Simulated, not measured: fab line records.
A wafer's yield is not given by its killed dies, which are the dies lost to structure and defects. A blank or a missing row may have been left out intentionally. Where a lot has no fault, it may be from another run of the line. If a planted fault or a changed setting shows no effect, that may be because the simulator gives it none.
fab line records    flow nand_harc
[record] lots = 12  wafers = 36  last_day = 34
route steps=1302 shown P_ZERO_WELL@19 P_STI@100 P_GATE@143
lots with no fault: from the same line, run without faults
start_h: the number of hours between the record's first day and the start of the first shown wafer of the lot    wait_h: hours since the lot's step before    " repeats the value in the row above    L1.1+2: one row covering several wafers at once    - value missing, or start not given    * or withheld: withheld    < > ~ a bound
route shown NAME@n: a module of which the file shows steps, and the number in the route of the first    usual: mean and standard deviation over wafers with no fault    same: alike in all rows    chamber/n: place in a boat    sites: readings site by site    _std_site: the standard deviation of these    _edge_site: outer sites' mean less inner sites'    radius_mm: how far each site lies from the wafer's centre    mask NAME#n: copy n    behind: tool/chamber where the wafer was last shaped    hold: the reason the lot was held/the length of the hold in hours/how it ended    device: which transistor (n, p or np) failed to switch    end of line: the route-end tests of the same wafers    a step given without rows: its recipe and nothing more    killed: not the wafer's yield, but the dies lost to structure and defects at the first sort    map: dies across one wafer; x = killed, . = not, _ = none there
set.NAME: setting as actually run; set.NAME@STEP: the setting as run at that earlier step    model.NAME: the simulator's own value behind a step, which no gauge read
the route's steps for a sample of lots (tables are steps, rows are wafers)
services: from which hour (start_h, from the record's first day; less than 0 if before it) a tool's chamber was out of use, for how many hours, and why
[[steps]]
[step NHARC_P_ZERO_WELL_ETCH_63]
[recipe] target_depth_a = 1200  time_s = 40.1  hbr_flow_sccm = 150  cl2_flow_sccm = 50  rf_w = 400  icp_w = 400  bias_w = 100  chemistry = HBr/Cl2
[usual] drypump_motor_current_A = 5.8/0.38  oes_product_au = 1.000/0.0072  rf_fwd_power_W = 395.2/2  throttle_valve_pct = 26.407/0.0094
lot.wafer  tool       chamber  start_h  wait_h  drypump_motor_current_A  oes_product_au  rf_fwd_power_W  rf_hours_counter_h  throttle_valve_pct
L126.3     rie_si-04  0        32.92    -       6.3                      0.993           395.4           0.3                 26.406
L126.4     "          1        "        "       5.9                      0.997           394.0           0.2                 26.394
L126.1     "          2        "        "       5.2                      0.993           398.0           0.2                 26.409
L129.4     rie_si-01  1        61.68    -       5.3                      0.991           394.2           0.1                 26.413
L129.1     "          2        "        "       6.1                      1.010           393.9           0.2                 26.393
L129.5     "          0        "        "       5.9                      1.006           394.8           -                   26.403
L131.4     rie_si-01  1        81.83    -       5.3                      0.998           396.7           0.2                 26.405
L131.3     "          2        "        "       6.0                      1.006           394.8           0.3                 26.408
L131.5     "          0        "        "       5.9                      1.008           397.9           -                   26.404
L133.1     rie_si-06  1        101.84   -       6.2                      0.997           395.1           0.1                 26.411
L133.5     "          1        "        "       6.2                      0.994           394.2           -                   26.388
L133.6     "          2        "        "       5.5                      0.990           398.6           -                   26.418
L134.4     rie_si-06  2        111.67   -       5.5                      0.988           394.6           0.3                 26.414
L134.3     "          3        "        "       5.8                      0.988           394.8           0.2                 26.387
L134.6     "          2        "        "       5.5                      0.989           395.9           -                   26.393
L135.4     rie_si-01  0        121.58   -       5.9                      1.005           397.0           0.7                 26.410
L135.3     "          1        "        "       5.3                      0.986           395.1           0.5                 26.411
L135.6     "          2        "        "       6.0                      0.995           394.2           -                   26.401
L137.4     rie_si-04  2        141.93   -       5.3                      1.011           397.9           0.7                 26.398
L137.2     "          1        "        "       5.9                      1.002           395.2           0.7                 26.406
L137.6     "          2        "        "       5.3                      0.999           397.0           -                   26.407
L139.2     rie_si-04  1        161.59   -       5.9                      0.998           393.4           0.8                 26.411
L139.3     "          0        "        "       6.3                      0.999           392.6           0.8                 26.412
L139.5     "          1        "        "       5.9                      1.008           393.7           -                   26.397
L142.2     rie_si-04  3        191.66   -       6.2                      1.002           397.0           0.1                 26.402
L142.4     "          1        "        "       5.9                      1.011           395.4           0.2                 26.391
L142.5     "          3        "        "       6.2                      1.013           396.1           -                   26.419
L144.2     rie_si-06  3        211.76   -       5.8                      0.989           395.9           0.9                 26.419
L144.1     "          0        "        "       5.3                      0.998           395.8           0.8                 26.416
L144.4     "          1        "        "       6.2                      1.007           391.6           0.8                 26.407
L147.4     rie_si-06  2        241.70   -       5.5                      0.991           395.2           1.0                 26.410
L147.2     "          3        "        "       5.8                      0.983           394.2           1.0                 26.402
L147.6     "          0        "        "       5.4                      1.002           394.6           -                   26.393
L148.4     rie_si-01  1        251.67   -       5.3                      1.003           394.1           0.3                 26.385
L148.2     "          2        "        "       6.0                      0.991           394.9           0.3                 26.387
L148.6     "          1        "        "       5.3                      0.998           393.7           -                   26.402
[step NHARC_P_ZERO_WELL_PEB_22]
[recipe] peb_temp_c = 118  peb_time_s = 85
[usual] heater_power_total_W = 164.00/0.28  plate_temp_C = 117.97/0.11
lot.wafer  tool            chamber  start_h  wait_h  heater_power_total_W  plate_temp_C
L126.1     litho_track-02  0        33.75    0.1     163.70                118.04
L126.3     "               0        "        "       164.00                117.84
L126.4     "               0        "        "       163.73                118.08
L129.1     litho_track-03  0        62.51    0.1     164.13                117.91
L129.4     "               0        "        "       164.09                118.04
L129.5     "               0        "        "       163.68                118.04
L131.3     litho_track-05  0        82.67    0.1     164.21                117.95
L131.4     "               0        "        "       164.15                117.80
L131.5     "               0        "        "       164.38                117.92
L133.1     litho_track-02  0        102.56   0.1     163.75                117.94
L133.5     "               0        "        "       164.18                117.81
L133.6     "               0        "        "       164.16                118.00
L134.3     litho_track-05  0        112.50   0.0     163.64                118.05
L134.4     "               0        "        "       164.25                117.92
L134.6     "               0        "        "       163.68                117.89
L135.3     litho_track-02  0        122.39   0.1     163.75                117.85
L135.4     "               0        "        "       164.39                117.84
L135.6     "               0        "        "       163.69                117.91
L137.2     litho_track-03  0        142.77   0.1     164.43                118.08
L137.4     "               0        "        "       164.42                117.93
L137.6     "               0        "        "       164.44                118.02
L139.2     litho_track-02  0        162.47   0.1     164.11                117.84
L139.3     "               0        "        "       163.71                117.99
L139.5     "               0        "        "       163.74                117.96
L142.2     litho_track-05  0        192.51   0.1     157.49                114.31
L142.4     "               0        "        "       157.30                114.36
L142.5     "               0        "        "       156.92                114.31
L144.1     litho_track-05  0        212.47   0.1     157.08                114.01
L144.2     "               0        "        "       156.90                114.12
L144.4     "               0        "        "       157.36                114.20
L147.2     litho_track-03  0        242.52   0.1     164.38                117.84
L147.4     "               0        "        "       164.34                117.91
L147.6     "               0        "        "       163.72                117.99
L148.2     litho_track-02  0        252.50   0.1     164.40                118.13
L148.4     "               0        "        "       164.23                117.92
L148.6     "               0        "        "       163.68                117.89
[step NHARC_P_ZERO_WELL_CD_MEAS_24]
[recipe] target_cd_nm = 720  landing_energy_ev = 500
[usual] cd_nm = 720.0/1.2
lot.wafer  tool       chamber  start_h  wait_h  cd_nm
L126.1     cd_sem-02  0        33.84    -       718.9
L126.3     "          0        "        "       720.2
L126.4     "          0        "        "       719.2
L129.1     cd_sem-01  0        62.60    -       719.6
L129.4     "          0        "        "       720.6
L129.5     "          0        "        "       720.1
L131.3     cd_sem-02  0        82.77    -       719.5
L131.4     "          0        "        "       720.5
L131.5     "          0        "        "       721.0
L133.1     cd_sem-01  0        102.65   -       720.3
L133.5     "          0        "        "       721.4
L133.6     "          0        "        "       719.9
L134.3     cd_sem-02  0        112.60   -       720.0
L134.4     "          0        "        "       718.1
L134.6     "          0        "        "       718.7
L135.3     cd_sem-01  0        122.48   -       722.0
L135.4     "          0        "        "       721.8
L135.6     "          0        "        "       720.5
L137.2     cd_sem-02  0        142.87   -       721.7
L137.4     "          0        "        "       720.1
L137.6     "          0        "        "       720.1
L139.2     cd_sem-03  0        162.57   -       717.8
L139.3     "          0        "        "       720.6
L139.5     "          0        "        "       720.7
L142.2     cd_sem-03  0        192.60   -       713.6
L142.4     "          0        "        "       711.9
L142.5     "          0        "        "       711.6
L144.1     cd_sem-03  0        212.56   -       710.8
L144.2     "          0        "        "       711.1
L144.4     "          0        "        "       713.7
L147.2     cd_sem-01  0        242.62   -       719.4
L147.4     "          0        "        "       720.3
L147.6     "          0        "        "       721.0
L148.2     cd_sem-01  0        252.59   -       720.6
L148.4     "          0        "        "       718.4
L148.6     "          0        "        "       718.3
[step NHARC_P_STI_CMP_21]
[recipe] t_overpolish_s = 20  target_thk_nm = 380.67
[usual] motor_current_A = 11.0/1.2  overpolish_run_s = 20.000/0.0082
lot.wafer  tool    chamber  start_h  wait_h  motor_current_A  overpolish_run_s
L126.3     cmp-03  3        75.98    0.4     9.9              19.999
L126.4     "       0        "        "       11.6             20.003
L126.1     "       1        "        "       13.5             20.008
L129.1     cmp-04  2        103.71   0.4     11.5             19.990
L129.4     "       3        "        "       11.1             19.997
L129.5     "       3        "        "       12.1             19.996
L131.4     cmp-03  1        121.92   0.4     13.5             20.004
L131.3     "       3        "        "       10.0             19.999
L131.5     "       1        "        "       12.5             19.984
L133.1     cmp-04  3        143.56   0.4     11.5             19.991
L133.6     "       2        "        "       11.3             20.004
L133.5     "       3        "        "       11.7             20.007
L134.4     cmp-02  3        154.10   0.4     13.7             19.987
L134.3     "       0        "        "       11.9             20.012
L134.6     "       3        "        "       13.4             20.010
L135.4     cmp-04  1        165.64   0.4     9.9              19.991
L135.3     "       2        "        "       11.0             19.992
L135.6     "       2        "        "       11.4             19.999
L137.4     cmp-04  2        183.28   0.4     11.4             20.010
L137.2     "       1        "        "       9.1              20.006
L137.6     "       3        "        "       11.5             19.987
L139.2     cmp-03  1        209.06   0.4     12.9             20.002
L139.3     "       0        "        "       10.0             20.002
L139.5     "       2        "        "       10.4             20.007
L142.4     cmp-03  3        231.93   0.4     10.0             20.012
L142.2     "       0        "        "       11.4             20.003
L142.5     "       2        "        "       10.2             19.989
L144.2     cmp-04  3        254.42   0.4     11.7             20.001
L144.1     "       0        "        "       9.5              20.007
L144.4     "       1        "        "       9.7              20.000
L147.2     cmp-03  0        279.79   0.4     10.5             20.010
L147.4     "       2        "        "       10.3             20.005
L147.6     "       1        "        "       13.4             19.997
L148.4     cmp-03  3        290.47   0.4     10.0             19.985
L148.2     "       1        "        "       12.4             20.009
L148.6     "       2        "        "       10.1             20.015
[step NHARC_P_GATE_INSPECT_28]
[usual] raw_defect_count = 5.6/2.8
lot.wafer  tool               chamber  start_h  wait_h  raw_defect_count
L126.1     defect_inspect-01  -        109.47   0.0     5
L126.3     "                  -        "        "       7
L126.4     "                  -        "        "       12
L129.1     defect_inspect-01  -        136.00   0.0     3
L129.4     "                  -        "        "       5
L129.5     "                  -        "        "       3
L131.3     defect_inspect-02  -        155.04   0.0     5
L131.4     "                  -        "        "       8
L131.5     "                  -        "        "       5
L133.1     defect_inspect-02  -        173.84   0.0     7
L133.5     "                  -        "        "       4
L133.6     "                  -        "        "       5
L134.3     defect_inspect-02  -        185.77   0.0     8
L134.4     "                  -        "        "       3
L134.6     "                  -        "        "       2
L135.3     defect_inspect-02  -        201.50   0.0     5
L135.4     "                  -        "        "       3
L135.6     "                  -        "        "       2
L137.2     defect_inspect-02  -        215.22   0.0     7
L137.4     "                  -        "        "       1
L137.6     "                  -        "        "       3
L139.2     defect_inspect-01  -        239.63   0.0     5
L139.3     "                  -        "        "       2
L139.5     "                  -        "        "       5
L142.2     defect_inspect-01  -        264.00   0.0     8
L142.4     "                  -        "        "       10
L142.5     "                  -        "        "       7
L144.1     defect_inspect-02  -        286.83   0.0     6
L144.2     "                  -        "        "       9
L144.4     "                  -        "        "       5
L147.2     defect_inspect-01  -        309.84   0.0     4
L147.4     "                  -        "        "       4
L147.6     "                  -        "        "       4
L148.2     defect_inspect-01  -        324.00   0.0     12
L148.4     "                  -        "        "       4
L148.6     "                  -        "        "       10
[[services]]
tool            chamber  start_h  hours  kind
cmp-04          -        13.00    4.0    pm
rie_si-01       -        16.02    9.0    pm
rie_si-01       1        30.99    4.7    repair
cmp-04          -        32.14    2.8    repair
litho_track-02  -        52.00    7.0    pm
cmp-03          -        64.02    4.0    pm
cmp-03          -        68.95    1.3    repair
cmp-03          -        70.72    0.6    repair
rie_si-06       -        72.00    9.0    pm
rie_si-04       0        88.99    14.0   repair
rie_si-01       3        109.82   2.3    repair
cmp-04          -        111.13   4.0    pm
cmp-03          -        117.63   3.3    repair
cmp-03          -        122.51   1.2    repair
litho_track-05  -        124.00   7.0    pm
rie_si-04       1        126.56   6.7    repair
rie_si-06       -        142.05   0.9    repair
cmp-04          -        154.39   1.9    repair
cmp-03          -        162.17   4.0    pm
cmp-04          -        163.44   0.3    repair
cmp-03          -        205.74   1.9    repair
cmp-04          -        209.21   4.0    pm
litho_track-02  -        227.00   7.0    pm
cmp-03          -        260.17   4.0    pm
[[key]]
[first_sign] step = NHARC_P_ZERO_WELL_PEB_22  reading = plate_temp_C  direction = down  sigmas = 35  usual = *  struck = *
[effect] step = NHARC_P_ZERO_WELL_PEB_22  reading = heater_power_total_W  direction = down  sigmas = 25  usual = *  struck = *
[effect] step = NHARC_P_ZERO_WELL_CD_MEAS_24  reading = cd_nm  direction = down  sigmas = 6.4  usual = 720.0  struck = 712.1
met_at NHARC_P_ZERO_WELL_PEB_22
struck_lots L142,L144
tester_left_out L142,L144
not_acting_at NHARC_P_ZERO_WELL_ETCH_63,NHARC_P_STI_CMP_21,NHARC_P_GATE_INSPECT_28
onset_between 112.50 192.51
[fault] kind = process_parameter_drift  tool = litho_track-05  chamber = -  onset_h = 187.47  steps = NHARC_P_ZERO_WELL_PEB_22  channel = peb_temp_c  offset = *  shape = step  end_h = 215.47  acts_in = *  stated = *
// tester_left_out: of these lots the tester's yield and bins aren't shown, on N5 and GAA mostly nor the transistor test; their killed dies are dies lost to structure and defects alone, not to doping, threshold or leakage, so they don't give the yield
